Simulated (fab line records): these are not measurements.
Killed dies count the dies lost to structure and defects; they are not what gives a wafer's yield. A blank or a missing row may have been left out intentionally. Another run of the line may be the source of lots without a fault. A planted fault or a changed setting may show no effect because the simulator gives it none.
Which tool was responsible? ; flow n5-finfet ; 12 lots, 36 wafers sampled, at 5 steps of a route of 1938

## WHAT EACH GAUGE READ, for each wafer
N5_BEOL_M3_THK_MEAS_01.
lot;measured;on;M3_ILD_THK (nm)
L075;day 7 05:34;film-metro-02;78.5 78.7 81.2
L077;day 8 10:22;film-metro-02;77.2 79.1 77.6
L078;day 9 03:00;film-metro-01;77.9 79.6 80.6
L081;day 9 06:02;film-metro-01;78.1 79.1 78.9
L083;day 9 17:47;film-metro-02;78.8 78.8 80.5
L084;day 9 21:50;film-metro-01;79.8 79.9 79.3
L087;day 10 01:26;film-metro-02;78.7 79.2 79.2
L089;day 11 05:29;film-metro-01;77.8 78.7 79.2
L090;day 12 08:44;film-metro-02;78.5 80.2 79.1
L093;day 12 10:40;film-metro-02;78.3 78.6 81.0
L095;day 12 15:10;film-metro-02;78.6 79.7 77.5
L097;day 13 00:59;film-metro-02;78.9 79.8 81.1

## WHAT TOOL EACH LOT RAN ON (gives the tool, then ch and the chambers of the sampled wafers, and finally the start)
lot;N5_BEOL_M2_ETCH_77;N5_BEOL_M2_ALD_98;N5_BEOL_M2_SPUTTER_86;N5_BEOL_M2_ANNEAL_51
L075;rie-diel-03 ch 0,1,2, day 6 21:47;ald-sin-03 ch 1,2, day 6 21:53;pvd-sputter-02, day 7 03:17;rtp-anneal-01 ch 0, day 7 04:37
L077;rie-diel-03 ch 0,2,3, day 7 14:11;ald-sin-03 ch 0,1, day 7 14:23;pvd-sputter-03, day 8 08:05;rtp-anneal-02 ch 0, day 8 09:28
L078;rie-diel-05 ch 0,3, day 7 23:19;ald-sin-02 ch 0,1,2, day 7 23:25;pvd-sputter-02, day 9 00:40;rtp-anneal-01 ch 0, day 9 01:58
L081;rie-diel-05 ch 0,1, day 8 11:13;ald-sin-03 ch 1,2,3, day 8 11:19;pvd-sputter-03, day 9 03:43;rtp-anneal-02 ch 0, day 9 05:03
L083;rie-diel-03 ch 0,2,3, day 9 00:16;ald-sin-03 ch 0,1,3, day 9 00:35;pvd-sputter-02, day 9 15:10;rtp-anneal-01 ch 0, day 9 16:48
L084;rie-diel-04 ch 0,1,2, day 9 07:31;ald-sin-01 ch 1,2, day 9 07:38;pvd-sputter-02, day 9 19:34;rtp-anneal-01 ch 0, day 9 20:59
L087;rie-diel-05 ch 0,2,3, day 9 17:11;ald-sin-02 ch 1,2, day 9 17:17;pvd-sputter-01, day 9 23:02;rtp-anneal-02 ch 0, day 10 00:28
L089;rie-diel-04 ch 1,2, day 10 17:24;ald-sin-02 ch 0,2,3, day 10 17:56;pvd-sputter-03, day 11 03:08;rtp-anneal-01 ch 0, day 11 04:29
L090;rie-diel-04 ch 1,2, day 10 20:47;ald-sin-03 ch 0,1,3, day 10 20:53;pvd-sputter-01, day 12 04:29;rtp-anneal-02 ch 0, day 12 07:03
L093;rie-diel-04 ch 0,1,2, day 11 04:07;ald-sin-02 ch 0,2,3, day 11 04:13;pvd-sputter-01, day 12 06:19;rtp-anneal-02 ch 0, day 12 09:42
L095;rie-diel-03 ch 0,2, day 11 22:52;ald-sin-02 ch 2,3, day 11 22:58;pvd-sputter-03, day 12 12:32;rtp-anneal-01 ch 0, day 12 13:49
L097;rie-diel-03 ch 2,3, day 12 10:50;ald-sin-03 ch 0,2,3, day 12 11:08;pvd-sputter-03, day 12 22:41;rtp-anneal-01 ch 0, day 13 00:05
- N5_BEOL_M2_ETCH_77: etches underlayer in N2/H2, target depth 6.5 nm, time 5.2 s.
- N5_BEOL_M2_ALD_98: deposits SiO2, target thk 2.5 nm, pulse time 1 s, co reactant pulse time 1 s.
- N5_BEOL_M2_SPUTTER_86: material Cu, target thk 4.5 nm, time 8.29 s.
- N5_BEOL_M2_ANNEAL_51: time 90 s.

## THE ANSWER, worked out from the rows above alone
Rule: usual is defined by the lots themselves. Put in order of their means at a reading, lots are off if they are a third of the lots or fewer, leave a main group of 4 or more, and stand apart from it by a gap of 3 or more times the standard deviation of the main group's means; of several such gaps the widest counts. The tables above print the reading to a certain number of digits; a main group whose means all agree to those digits is not used. Also off: a lot with no number at a reading for which 4 or more lots have one. Any other lot the step has rows for is counted as sound.
None of the lots is off at any reading shown; this tells nothing.

## WHAT HAD BEEN PUT IN BY THE SIMULATOR
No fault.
